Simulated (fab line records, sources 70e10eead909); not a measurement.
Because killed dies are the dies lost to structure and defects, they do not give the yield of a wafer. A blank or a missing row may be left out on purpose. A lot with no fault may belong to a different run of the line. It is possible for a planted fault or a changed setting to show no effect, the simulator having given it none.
3 desks looking at one fault || flow nand-harc || only its own numbers are on each desk; what lay behind them is given at the end

== FOR THE TOOL OWNER'S DESK: har-etch-01 ==
The tool's own readings at NHARC_A_CHANNEL_HOLE_D2_ETCH_20 (etches the open film in C4F8/O2/Ar, time 361.9 s, target depth 1600 nm): means of the sampled wafers that have a number, for each lot that ran on this tool. Marked OUT: a lot whose mean sits more than 4 standard deviations from the usual mean, which makes it out of limits; the brackets give that distance.
Columns: A = drypump-motor-current-A at NHARC_A_CHANNEL_HOLE_D2_ETCH_20, usual 6.02 A; B = showerhead-plenum-p-Torr at NHARC_A_CHANNEL_HOLE_D2_ETCH_20, usual 3.677 Torr; C = throttle-valve-pct at NHARC_A_CHANNEL_HOLE_D2_ETCH_20, usual 32.154 %
{"lot": "L563", "first seen here": "day 13 07:11", "A": 6.00, "B": 3.700, "C": 32.150}
{"lot": "L567", "first seen here": "day 14 18:59", "A": 6.09, "B": 3.687, "C": 32.169}
{"lot": "L575", "first seen here": "day 18 06:40", "A": 5.93, "B": 3.656, "C": 32.155}
{"lot": "L578", "first seen here": "day 19 17:07", "A": 5.92, "B": 3.647, "C": 32.147}
{"lot": "L579", "first seen here": "day 20 04:17", "A": 6.00, "B": 3.643, "C": 32.159}
{"lot": "L580", "first seen here": "day 20 11:17", "A": 5.92, "B": 3.641, "C": 32.153}
{"lot": "L586", "first seen here": "day 22 20:10", "A": 5.91, "B": 3.625, "C": 32.163}
This desk found nothing out of limits on any of the 7 lots.

== THE METROLOGY DESK ==
What the gauges read, lot by lot, whatever tool the lot ran on: means of the sampled wafers that have a number. Marked OUT: a lot whose mean sits more than 4 standard deviations from the usual mean, which makes it out of limits; the brackets give that distance.
Columns: A = overlay-x-nm at NHARC_A_CHANNEL_HOLE_D2_OVL_MEAS_11, usual 0.3 nm; B = overlay-y-nm at NHARC_A_CHANNEL_HOLE_D2_OVL_MEAS_11, usual 0.0 nm
{"lot": "L563", "first seen here": "day 13 04:44", "A": 1.1, "B": -0.5}
{"lot": "L567", "first seen here": "day 14 12:53", "A": 0.6, "B": 0.5}
{"lot": "L571", "first seen here": "day 16 12:29", "A": -2.3, "B": 0.0}
{"lot": "L572", "first seen here": "day 17 04:40", "A": 0.5, "B": -0.8}
{"lot": "L574", "first seen here": "day 18 02:17", "A": -0.6, "B": 1.7}
{"lot": "L575", "first seen here": "day 18 02:37", "A": 0.0, "B": 1.3}
{"lot": "L578", "first seen here": "day 19 13:04", "A": -0.4, "B": 0.6}
{"lot": "L579", "first seen here": "day 20 02:52", "A": 0.7, "B": -0.7}
{"lot": "L580", "first seen here": "day 20 09:49", "A": 1.0, "B": -0.3}
{"lot": "L586", "first seen here": "day 22 18:40", "A": -0.3, "B": -1.8}
{"lot": "L585", "first seen here": "day 22 20:43", "A": 0.5, "B": 0.2}
This desk found nothing out of limits on any of the 11 lots.

== THE DEFECT DESK ==
Lot by lot, what the route's inspections counted, given as the mean of those sampled wafers with a number. Marked OUT: a lot whose mean sits more than 4 standard deviations from the usual mean, which makes it out of limits; the brackets give that distance.
Columns: A = raw-defect-count at NHARC_A_CHANNEL_HOLE_D2_INSPECT_40, usual 280
{"lot": "L563", "first seen here": "day 13 12:43", "A": 171}
{"lot": "L567", "first seen here": "day 15 00:44", "A": 386}
{"lot": "L571", "first seen here": "day 16 19:28", "A": 298}
{"lot": "L572", "first seen here": "day 17 17:46", "A": 319}
{"lot": "L574", "first seen here": "day 18 10:02", "A": 240}
{"lot": "L575", "first seen here": "day 18 12:13", "A": 270}
{"lot": "L578", "first seen here": "day 19 22:31", "A": "751 (+6.9) OUT"}
{"lot": "L579", "first seen here": "day 20 09:52", "A": "789 (+7.5) OUT"}
{"lot": "L580", "first seen here": "day 20 16:50", "A": "839 (+8.2) OUT"}
{"lot": "L586", "first seen here": "day 23 01:40", "A": 332}
{"lot": "L585", "first seen here": "day 23 06:16", "A": 245}
Finding of this desk: L578, L579, L580 out of limits; the first was L578 at day 19 22:31, on raw-defect-count at NHARC_A_CHANNEL_HOLE_D2_INSPECT_40. In limits: L563, L567, L571, L572, L574, L575, L586, L585.

== ALL TOGETHER ==
The defect desk could have raised an alarm at day 19 22:31, on L578, L579, L580.
Nothing out of limits was seen by the tool owner's desk.
The metrology desk saw nothing out of limits.
The tool owner's desk has L578, L579, L580 on record, within its limits.
The metrology desk holds a record of L578, L579, L580, inside its limits.
NHARC_A_CHANNEL_HOLE_D2_ETCH_20 was run on har-etch-01 by each of the lots named.

== WHAT THE SIMULATOR HAD PUT IN ==
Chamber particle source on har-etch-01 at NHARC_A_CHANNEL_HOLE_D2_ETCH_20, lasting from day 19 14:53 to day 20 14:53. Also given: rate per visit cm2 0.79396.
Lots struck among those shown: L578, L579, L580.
Hours from the fault's start to each desk's first reading out of limits: the defect desk, 8.
